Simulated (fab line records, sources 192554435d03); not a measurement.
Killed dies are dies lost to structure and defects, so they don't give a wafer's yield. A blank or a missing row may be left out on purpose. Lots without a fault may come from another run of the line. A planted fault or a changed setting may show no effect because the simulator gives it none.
fab line records | flow n5_finfet
record lots=10 wafers=30 last_day=19
route steps=1938 shown BEOL_M1@786 BEOL_M4@1111
lots that met no fault: from a run of the same line without faults
start_h: hours from the record's first day to the start of the lot's first wafer shown | wait_h: hours since the lot's step before | " the same as in the row above | L1.1+2: a row that stands for several wafers | - no value, or no start given | * or withheld: withheld | < > ~ a bound
route shown NAME@n: a module of which the file shows steps, and the number in the route of the first | usual: mean/standard deviation of fault-free wafers | same: alike in all rows | chamber/n: place in a boat | sites: the reading at each site | _std_site: their standard deviation | _edge_site: outer sites' mean less inner sites' | radius_mm: how far each site lies from the wafer's centre | mask NAME#n: copy n | behind: the tool/chamber that last shaped the wafer | hold: why the lot was held/for how many hours/how that ended | device: the transistor (n, p or np) that didn't switch | end of line: the same wafers' tests at the end of the route | a step without rows: its recipe alone | killed: dies lost to structure and defects at the first sort, not the wafer's yield | map: a wafer's dies, x killed, . not, _ none there
set.NAME: the setting as run; set.NAME@STEP: as run at that earlier step | model.NAME: the simulator's own value behind a step, which no gauge read
steps of the route over a sample of lots; a table a step, a row a wafer
services: from which hour (start_h, from the record's first day; less than 0 if before it) a tool's chamber was out of use, for how many hours, and why
## steps
# step N5_BEOL_M1_CD_MEAS_28
# recipe landing_energy_ev=500 detector=se_inlens target_cd_y_nm=23.3
# usual cd_nm=24.00/0.23
# columns lot.wafer tool chamber start_h wait_h cd_nm
L466.1 cd_sem-02 0 127.35 - 23.91
L466.3 " 0 " " 24.27
L466.5 " 0 " " 24.26
L467.1 cd_sem-03 0 132.47 - 23.89
L467.4 " 0 " " 23.90
L467.6 " 0 " " 23.78
L470.1 cd_sem-02 0 149.37 - 24.44
L470.3 " 0 " " 24.20
L470.6 " 0 " " 23.90
L472.1 cd_sem-02 0 159.28 - 23.70
L472.3 " 0 " " 23.99
L472.4 " 0 " " 24.41
L471.2 cd_sem-01 0 159.53 - 24.21
L471.3 " 0 " " 24.18
L471.5 " 0 " " 23.68
L479.1 cd_sem-02 0 201.10 - 24.22
L479.4 " 0 " " 23.91
L479.5 " 0 " " 23.89
L485.1 cd_sem-03 0 236.55 - 24.18
L485.3 " 0 " " 23.94
L485.5 " 0 " " 23.89
L486.3 cd_sem-02 0 244.65 - 24.30
L486.5 " 0 " " 23.79
L486.6 " 0 " " 24.39
L488.3 cd_sem-02 0 254.05 - 23.77
L488.4 " 0 " " 24.24
L488.5 " 0 " " 24.08
L489.1 cd_sem-01 0 261.40 - 24.50
L489.3 " 0 " " 24.20
L489.4 " 0 " " 24.19
# step N5_BEOL_M1_ETCH_77
# recipe chemistry=N2/H2 target=underlayer target_depth_a=65 mask_material=CAR-EUV time_s=5.2 ion_energy_ev=200 pressure_mtorr=30 source_w=840 bias_w=150 n2_flow_sccm=200 h2_flow_sccm=200 ends=cleared
# usual chamber_pressure_mTorr=30.00/0.044 drypump_motor_current_A=5.9/0.34 etch_rf_on_time_s=5.21/0.11 oes_product_au=0.68/0.089 rf_vpp_V=525.0/2.7 showerhead_plenum_p_Torr=2.58/0.082 throttle_valve_pct=17.91/0.23
# columns lot.wafer tool chamber start_h wait_h chamber_pressure_mTorr drypump_motor_current_A etch_rf_on_time_s oes_product_au rf_hours_counter_h rf_vpp_V showerhead_plenum_p_Torr throttle_valve_pct
L466.1 rie_diel-01 3 127.54 0.0 30.03 5.8 5.20 0.76 39 524.9 2.58 17.74
L466.3 " 1 " " 30.03 5.8 5.20 0.60 233 526.4 2.63 18.31
L466.5 " 2 " " 30.03 5.8 5.22 0.60 - 520.3 2.38 17.91
L467.1 rie_diel-02 1 132.62 0.0 30.03 5.7 5.36 0.57 248 526.5 2.60 17.95
L467.4 " 2 " " 29.96 6.2 5.30 0.58 200 525.0 2.53 17.85
L467.6 " 3 " " 30.05 6.3 5.08 0.81 - 526.6 2.71 17.76
L470.1 rie_diel-05 0 149.52 0.0 30.02 6.1 5.36 0.59 205 524.5 2.62 18.04
L470.3 " 3 " " 29.98 5.7 5.19 0.60 225 525.7 2.60 18.02
L470.6 " 2 " " 29.97 5.1 5.12 0.65 - 518.8 2.42 17.60
L472.1 rie_diel-02 3 159.43 0.0 30.05 6.3 5.07 0.79 18 526.9 2.71 17.76
L472.3 " 2 " " 29.93 6.2 5.31 0.59 206 522.3 2.53 17.82
L472.4 " 1 " " 29.96 5.7 5.16 0.82 2 526.2 2.60 17.56
L471.2 rie_diel-01 2 159.69 0.0 29.96 5.9 5.24 0.59 247 520.1 2.38 17.95
L471.3 " 0 " " 29.96 6.3 5.17 0.74 43 525.7 2.61 18.07
L471.5 " 3 " " 30.02 5.8 5.21 0.75 - 527.0 2.58 17.75
L479.1 rie_diel-05 1 201.26 0.0 29.93 6.0 5.22 0.64 139 522.8 2.53 17.79
L479.4 " 2 " " 30.05 5.0 5.03 0.64 177 521.9 2.41 17.64
L479.5 " 1 " " 29.98 6.1 5.19 0.65 - 524.1 2.53 17.75
L485.1 rie_diel-02 0 236.71 0.0 29.97 5.5 5.39 0.62 182 527.4 2.63 18.27
L485.3 " 2 " " 29.98 6.2 5.34 0.57 229 522.6 2.52 17.83
L485.5 " 1 " " 29.97 5.7 5.21 0.77 - 526.6 2.59 17.63
L486.3 rie_diel-05 0 244.80 0.0 29.93 6.1 5.40 0.58 230 523.4 2.61 18.07
L486.5 " 0 " " 29.98 6.1 5.43 0.57 - 526.8 2.61 18.13
L486.6 " 2 " " 30.06 5.0 5.08 0.63 - 522.5 2.41 17.67
L488.3 rie_diel-05 0 254.21 0.0 30.05 6.1 5.38 0.57 233 527.4 2.61 18.10
L488.4 " 2 " " 30.01 5.1 5.01 0.63 - 521.1 2.40 17.69
L488.5 " 0 " " 30.01 6.1 5.35 0.57 - 527.5 2.61 18.09
L489.1 rie_diel-05 2 261.56 0.0 30.09 5.0 5.10 0.63 198 517.3 2.40 17.70
L489.3 " 1 " " 29.93 6.0 5.11 0.64 161 522.4 2.52 17.79
L489.4 " 0 " " 30.03 6.1 5.38 0.58 - 527.2 2.61 18.12
# step N5_BEOL_M1_VIA_ETCH_34
# recipe chemistry=C4F6/O2 target_depth_a=678 mask_material=SOC pressure_mtorr=15 ion_energy_ev=250 taper_deg=4 time_s=64.4 source_w=350 bias_w=170 Ar_flow_sccm=300 C4F6_flow_sccm=10 O2_flow_sccm=10
# usual chamber_pressure_mTorr=15.000/0.014 drypump_motor_current_A=5.95/0.29 oes_product_au=0.83/0.1 rf_vpp_V=667/14 run_length_s=87.5/0.39 showerhead_plenum_p_Torr=2.91/0.065 throttle_valve_pct=30.84/0.26
# columns lot.wafer tool chamber start_h wait_h chamber_pressure_mTorr drypump_motor_current_A oes_product_au rf_hours_counter_h rf_vpp_V run_length_s showerhead_plenum_p_Torr throttle_valve_pct
L466.1 rie_diel-02 2 130.40 0.0 15.010 6.17 0.69 199 669 87.6 2.81 30.48
L466.3 " 0 " " 14.988 5.46 0.76 147 672 87.8 2.94 31.13
L466.5 " 0 " " 15.008 5.45 0.76 - 671 88.3 2.94 31.13
L467.1 rie_diel-02 2 134.15 0.0 14.972 6.17 0.69 200 668 87.6 2.81 30.49
L467.4 " 3 " " 14.977 6.27 0.94 12 653 87.6 3.00 30.63
L467.6 " 3 " " 14.990 6.28 0.95 - 655 87.8 3.00 30.61
L470.1 rie_diel-01 2 153.27 0.0 14.982 5.83 0.70 246 659 87.7 2.67 30.73
L470.3 " 3 " " 14.999 5.84 0.88 45 674 87.7 2.89 30.77
L470.6 " 0 " " 15.027 6.32 0.88 - 685 87.1 2.90 31.02
L472.1 rie_diel-02 0 161.46 0.0 15.000 5.48 0.75 155 671 88.1 2.93 31.16
L472.3 " 1 " " 14.997 5.71 0.96 2 673 87.3 2.93 30.91
L472.4 " 3 " " 14.990 6.29 0.92 18 653 91.6 3.00 30.63
L471.2 rie_diel-02 1 166.23 0.0 15.011 5.71 0.96 4 674 87.2 2.93 30.91
L471.3 " 3 " " 14.998 6.25 0.93 20 654 87.5 3.00 30.63
L471.5 " 0 " " 15.008 5.46 0.75 - 672 91.8 2.93 31.16
L479.1 rie_diel-01 2 223.14 0.0 15.006 5.86 0.96 14 668 87.4 3.00 30.43
L479.4 " 3 " " 15.028 5.83 0.85 70 674 87.8 2.88 30.79
L479.5 " 3 " " 14.960 5.84 0.85 - 674 87.7 2.88 30.80
L485.1 rie_diel-02 3 238.80 0.0 14.967 6.26 0.88 46 652 87.8 2.99 30.67
L485.3 " 2 " " 15.009 6.19 0.67 230 668 87.5 2.80 30.52
L485.5 " 2 " " 14.992 6.20 0.67 - 668 87.4 2.80 30.52
L486.3 rie_diel-01 2 254.63 0.0 14.995 5.86 0.95 23 668 87.0 3.00 30.43
L486.5 " 1 " " 15.010 5.81 0.92 - 640 87.6 2.92 30.93
L486.6 " 0 " " 14.990 6.30 0.82 - 684 87.0 2.88 31.06
L488.3 rie_diel-01 0 259.65 0.0 14.995 6.33 0.83 80 684 86.9 2.88 31.04
L488.4 " 3 " " 15.019 5.83 0.84 80 672 87.7 2.88 30.81
L488.5 " 3 " " 14.998 5.84 0.84 - 674 88.4 2.88 30.82
L489.1 rie_diel-01 2 263.25 0.0 14.984 5.85 0.94 26 669 87.2 2.99 30.45
L489.3 " 1 " " 15.009 5.81 0.91 13 640 87.7 2.92 30.93
L489.4 " 3 " " 15.046 5.84 0.83 80 672 87.7 2.88 30.80
# step N5_BEOL_M1_OCD_MEAS_38
# usual trench_depth_nm=55.1/0.99
# columns lot.wafer tool chamber start_h wait_h trench_depth_nm
L466.1 ocd-01 - 130.66 - 54.3
L466.3 " - " " 53.7
L466.5 " - " " 54.3
L467.1 ocd-01 - 134.41 - 54.7
L467.4 " - " " 56.3
L467.6 " - " " 57.2
L470.1 ocd-01 - 153.52 - 55.0
L470.3 " - " " 55.0
L470.6 " - " " 55.6
L472.1 ocd-01 - 161.72 - 53.7
L472.3 " - " " 55.7
L472.4 " - " " 55.6
L471.2 ocd-02 - 166.49 - 55.3
L471.3 " - " " 55.9
L471.5 " - " " 54.1
L479.1 ocd-01 - 223.39 - 56.6
L479.4 " - " " 54.9
L479.5 " - " " 55.4
L485.1 ocd-02 - 239.06 - 56.1
L485.3 " - " " 53.9
L485.5 " - " " 54.8
L486.3 ocd-01 - 254.89 - 57.2
L486.5 " - " " 55.3
L486.6 " - " " 55.1
L488.3 ocd-01 - 259.91 - 55.6
L488.4 " - " " 54.5
L488.5 " - " " 54.0
L489.1 ocd-02 - 263.51 - 56.0
L489.3 " - " " 53.8
L489.4 " - " " 54.7
# step N5_BEOL_M4_RC_MEAS_101
# usual DIBL_N=36.0/2.2 DIBL_P=36.2/2.4 IOFF_N=0.16/0.035 IOFF_P=0.21/0.037 ION_N=672/13 ION_P=461/7 SS_N=71.4/0.69 SS_P=73.2/0.75 VT_N=250/3.4 VT_P=-251/3
# columns lot.wafer tool chamber start_h wait_h DIBL_N[mV/V] DIBL_P[mV/V] IOFF_N[nA/um] IOFF_P[nA/um] ION_N[uA/um] ION_P[uA/um] SS_N[mV/dec] SS_P[mV/dec] VT_N[mV] VT_P[mV]
L466.1 prober-01 0 205.02 0.0 33.9 34.2 0.12 0.17 659 451 71.3 73.7 252 -257
L466.3 " 0 " " 35.4 35.7 0.16 0.19 677 457 71.1 73.4 250 -253
L466.5 " 0 " " 35.7 36.5 0.17 0.21 694 467 70.8 73.6 246 -252
L467.1 prober-02 0 207.70 0.0 33.4 33.8 0.13 0.17 678 460 70.8 72.1 252 -251
L467.4 " 0 " " 30.8 32.2 0.10 0.16 659 462 70.2 72.1 257 -254
L467.6 " 0 " " 33.7 34.7 0.14 0.19 679 465 70.8 72.4 249 -253
L470.1 prober-02 0 232.31 0.0 34.8 35.5 0.14 0.20 672 463 70.9 73.6 252 -252
L470.3 " 0 " " 34.9 35.1 0.14 0.20 666 462 70.7 72.9 251 -248
L470.6 " 0 " " 33.5 34.3 0.12 0.18 661 457 70.3 72.7 254 -251
L472.1 prober-01 0 235.09 0.0 35.2 34.8 0.14 0.18 665 455 71.1 72.2 253 -255
L472.3 " 0 " " 32.3 32.9 0.11 0.16 655 454 70.3 71.8 254 -252
L472.4 " 0 " " 35.6 36.0 0.14 0.19 667 461 71.0 72.8 251 -254
L471.2 prober-02 0 236.88 0.2 37.0 39.5 0.18 0.26 667 465 72.0 74.1 252 -250
L471.3 " 0 " " 36.6 38.0 0.17 0.23 674 460 71.6 74.1 248 -251
L471.5 " 0 " " 34.1 35.2 0.13 0.19 660 463 71.6 72.9 254 -254
L479.1 prober-01 0 270.87 0.0 37.0 37.3 0.17 0.23 671 464 72.0 73.7 249 -248
L479.4 " 0 " " 35.4 34.3 0.15 0.19 675 463 71.1 72.8 248 -253
L479.5 " 0 " " 37.6 37.9 0.19 0.25 684 467 72.0 73.7 248 -249
L486.3 prober-01 0 316.21 0.3 36.3 35.8 0.16 0.18 681 460 71.5 72.7 248 -254
L486.5 " 0 " " 36.5 36.5 0.16 0.19 684 460 71.9 73.1 253 -252
L486.6 " 0 " " 39.1 39.1 0.21 0.23 696 462 71.9 73.3 245 -251
L485.1 prober-02 0 322.04 0.0 35.0 35.2 0.14 0.18 658 455 70.9 72.9 252 -250
L485.3 " 0 " " 33.6 33.7 0.11 0.16 645 447 70.1 71.8 254 -254
L485.5 " 0 " " 33.6 34.3 0.12 0.16 649 451 70.0 71.6 255 -253
L488.3 prober-02 0 338.34 0.3 37.0 38.6 0.19 0.23 689 460 71.7 74.1 247 -250
L488.4 " 0 " " 37.4 39.4 0.20 0.23 696 470 72.3 73.4 247 -251
L488.5 " 0 " " 35.2 37.4 0.17 0.21 681 468 71.6 73.8 250 -251
L489.1 prober-01 0 341.10 0.0 36.0 35.5 0.14 0.20 676 466 70.8 73.0 251 -249
L489.3 " 0 " " 37.5 37.4 0.18 0.24 682 473 71.7 73.2 249 -247
L489.4 " 0 " " 36.2 36.2 0.16 0.21 678 466 71.3 73.0 250 -248
## services
# columns tool chamber start_h hours kind
rie_diel-05 1 109.28 4.8 repair
rie_diel-02 1 138.98 - clean
rie_diel-02 1 138.98 - consumable_replace:focus_ring
rie_diel-02 1 138.98 11.9 scheduled_down
rie_diel-02 1 138.98 11.9 vent_cycle
rie_diel-05 1 140.73 9.1 repair
rie_diel-01 3 144.44 4.0 repair
rie_diel-01 2 168.39 - clean
rie_diel-01 2 168.39 - consumable_replace:focus_ring
rie_diel-01 2 168.39 - consumable_replace:showerhead
rie_diel-01 2 168.39 21.4 scheduled_down
rie_diel-01 2 168.39 21.4 vent_cycle
rie_diel-02 2 177.07 8.7 repair
rie_diel-01 1 189.91 - clean
rie_diel-01 1 189.91 - consumable_replace:focus_ring
rie_diel-01 1 189.91 30.6 scheduled_down
rie_diel-01 1 189.91 30.6 vent_cycle
rie_diel-02 1 203.82 16.6 repair
rie_diel-01 3 205.00 4.9 repair
rie_diel-05 0 227.75 9.5 repair
rie_diel-05 3 237.47 - clean
rie_diel-05 3 237.47 - consumable_replace:focus_ring
rie_diel-05 3 237.47 25.4 scheduled_down
rie_diel-01 3 252.29 4.1 repair
## key
first_sign step=N5_BEOL_M1_VIA_ETCH_34 reading=run_length_s direction=up sigmas=11 usual=* struck=*
effect none on later readings
met_at N5_BEOL_M1_VIA_ETCH_34
struck_lots L471,L472
struck_wafers L471.5,L472.4
not_acting_at N5_BEOL_M1_CD_MEAS_28,N5_BEOL_M1_ETCH_77,N5_BEOL_M1_OCD_MEAS_38
onset_between 134.15 161.46
fault kind=process_parameter_drift tool=rie_diel-02 chamber=- onset_h=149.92 steps=N5_BEOL_M1_VIA_ETCH_34 channel=time_s offset=* shape=step end_h=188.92 scope=struck_wafers_only acts_in=* stated=*
